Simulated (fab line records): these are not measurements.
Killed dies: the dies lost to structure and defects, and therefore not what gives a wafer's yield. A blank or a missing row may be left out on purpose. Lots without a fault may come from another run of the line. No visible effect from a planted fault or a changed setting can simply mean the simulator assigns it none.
Which tool did it? :: flow n5-finfet :: Sampling: 9 lots, 27 wafers, 5 of 1938 route steps

== WHAT THE GAUGES READ, wafer by wafer ==
N5_BEOL_M4_RC_MEAS_101.
lot: L982
measured: day 10 15:06
on: prober-01
DIBL_N (mV/V): 33.4 32.1 32.3

lot: L985
measured: day 11 17:44
on: prober-01
DIBL_N (mV/V): 37.3 36.6 36.6

lot: L986
measured: day 12 18:28
on: prober-02
DIBL_N (mV/V): 40.6 38.6 39.5

lot: L989
measured: day 12 01:53
on: prober-02
DIBL_N (mV/V): 37.1 38.0 34.7

lot: L992
measured: day 14 00:48
on: prober-02
DIBL_N (mV/V): 35.7 35.8 34.1

lot: L995
measured: day 14 11:16
on: prober-02
DIBL_N (mV/V): 36.4 32.7 35.0

lot: L996
measured: day 14 04:21
on: prober-02
DIBL_N (mV/V): 38.4 38.2 38.4

lot: L999
measured: day 14 14:53
on: prober-02
DIBL_N (mV/V): 36.8 37.6 42.1

lot: L102
measured: day 15 15:13
on: prober-02
DIBL_N (mV/V): 38.0 33.1 35.1

== WHAT TOOL EACH LOT RAN ON (gives the tool, then ch and the chambers of the sampled wafers, and finally the start) ==
lot: L982
N5_BEOL_M0_SAQP_ETCH_49: rie-diel-03 ch 0,1, day 5 15:48
N5_BEOL_M0_ETCH_109: rie-diel-05 ch 1,2, day 5 20:10
N5_BEOL_M0_ALD_136: ald-metal-03 ch 1,2,3, day 5 20:27
N5_BEOL_M0_ANNEAL_117: pvd-sputter-02, day 5 21:01

lot: L985
N5_BEOL_M0_SAQP_ETCH_49: rie-diel-02 ch 0,1,2, day 6 12:13
N5_BEOL_M0_ETCH_109: rie-diel-05 ch 1,2, day 6 14:39
N5_BEOL_M0_ALD_136: ald-metal-01 ch 0,3, day 6 15:04
N5_BEOL_M0_ANNEAL_117: pvd-sputter-01, day 6 19:43

lot: L986
N5_BEOL_M0_SAQP_ETCH_49: rie-diel-03 ch 1,3, day 6 18:43
N5_BEOL_M0_ETCH_109: rie-diel-01 ch 1,2,3, day 6 22:56
N5_BEOL_M0_ALD_136: ald-metal-03 ch 0,1, day 6 23:35
N5_BEOL_M0_ANNEAL_117: pvd-sputter-01, day 7 01:47

lot: L989
N5_BEOL_M0_SAQP_ETCH_49: rie-diel-03 ch 2,3, day 7 20:04
N5_BEOL_M0_ETCH_109: rie-diel-05 ch 0,3, day 8 01:37
N5_BEOL_M0_ALD_136: ald-metal-01 ch 2,3, day 8 01:56
N5_BEOL_M0_ANNEAL_117: pvd-sputter-02, day 8 02:28

lot: L992
N5_BEOL_M0_SAQP_ETCH_49: rie-diel-03 ch 2,3, day 8 08:11
N5_BEOL_M0_ETCH_109: rie-diel-05 ch 0,1,3, day 8 15:07
N5_BEOL_M0_ALD_136: ald-metal-02 ch 1,2, day 8 16:53
N5_BEOL_M0_ANNEAL_117: pvd-sputter-03, day 8 17:32

lot: L995
N5_BEOL_M0_SAQP_ETCH_49: rie-diel-06 ch 2,3, day 8 21:09
N5_BEOL_M0_ETCH_109: rie-diel-04 ch 2,3, day 8 23:16
N5_BEOL_M0_ALD_136: ald-metal-01 ch 0,3, day 8 23:35
N5_BEOL_M0_ANNEAL_117: pvd-sputter-02, day 9 01:56

lot: L996
N5_BEOL_M0_SAQP_ETCH_49: rie-diel-06 ch 2,3, day 8 23:59
N5_BEOL_M0_ETCH_109: rie-diel-04 ch 1,2, day 9 02:23
N5_BEOL_M0_ALD_136: ald-metal-02 ch 0,1, day 9 02:42
N5_BEOL_M0_ANNEAL_117: pvd-sputter-02, day 9 03:12

lot: L999
N5_BEOL_M0_SAQP_ETCH_49: rie-diel-02 ch 0,2,3, day 9 19:31
N5_BEOL_M0_ETCH_109: rie-diel-01 ch 1,3, day 9 21:34
N5_BEOL_M0_ALD_136: ald-metal-01 ch 1,2,3, day 9 22:28
N5_BEOL_M0_ANNEAL_117: pvd-sputter-01, day 10 00:17

lot: L102
N5_BEOL_M0_SAQP_ETCH_49: rie-diel-03 ch 0,2,3, day 10 21:18
N5_BEOL_M0_ETCH_109: rie-diel-04 ch 1,2,3, day 10 23:47
N5_BEOL_M0_ALD_136: ald-metal-01 ch 1,2,3, day 11 00:47
N5_BEOL_M0_ANNEAL_117: pvd-sputter-01, day 11 01:16
- N5_BEOL_M0_SAQP_ETCH_49: etches SiO2 in CF4/O2, target depth 37 nm.
- N5_BEOL_M0_ETCH_109: etches SiCN in CH3F/O2, target depth 8 nm, overetch 2.4 nm, time 27.4 s.
- N5_BEOL_M0_ALD_136: deposits TaN, pulse time 2 s, purge time 3 s, co reactant purge time 2 s.
- N5_BEOL_M0_ANNEAL_117: time 60 s.

== THE ANSWER, worked out from the rows above alone ==
Rule: what is usual is taken from the lots themselves. The widest of any qualifying gaps counts: lots, ordered by their means at a reading, are off when they make up no more than a third of the lots, leave a main group of 4 or more, and stand apart from it by 3 or more times the standard deviation of that group's means. A main group whose means are all the same, to the digits that the tables above print for the reading, isn't used. Also off: a lot with no number at a reading for which 4 or more lots have one. Where the step has rows for the other lots, those lots are counted as sound.
None of the lots is off at any reading shown; this tells nothing.

== WHAT WAS PUT IN BY THE SIMULATOR ==
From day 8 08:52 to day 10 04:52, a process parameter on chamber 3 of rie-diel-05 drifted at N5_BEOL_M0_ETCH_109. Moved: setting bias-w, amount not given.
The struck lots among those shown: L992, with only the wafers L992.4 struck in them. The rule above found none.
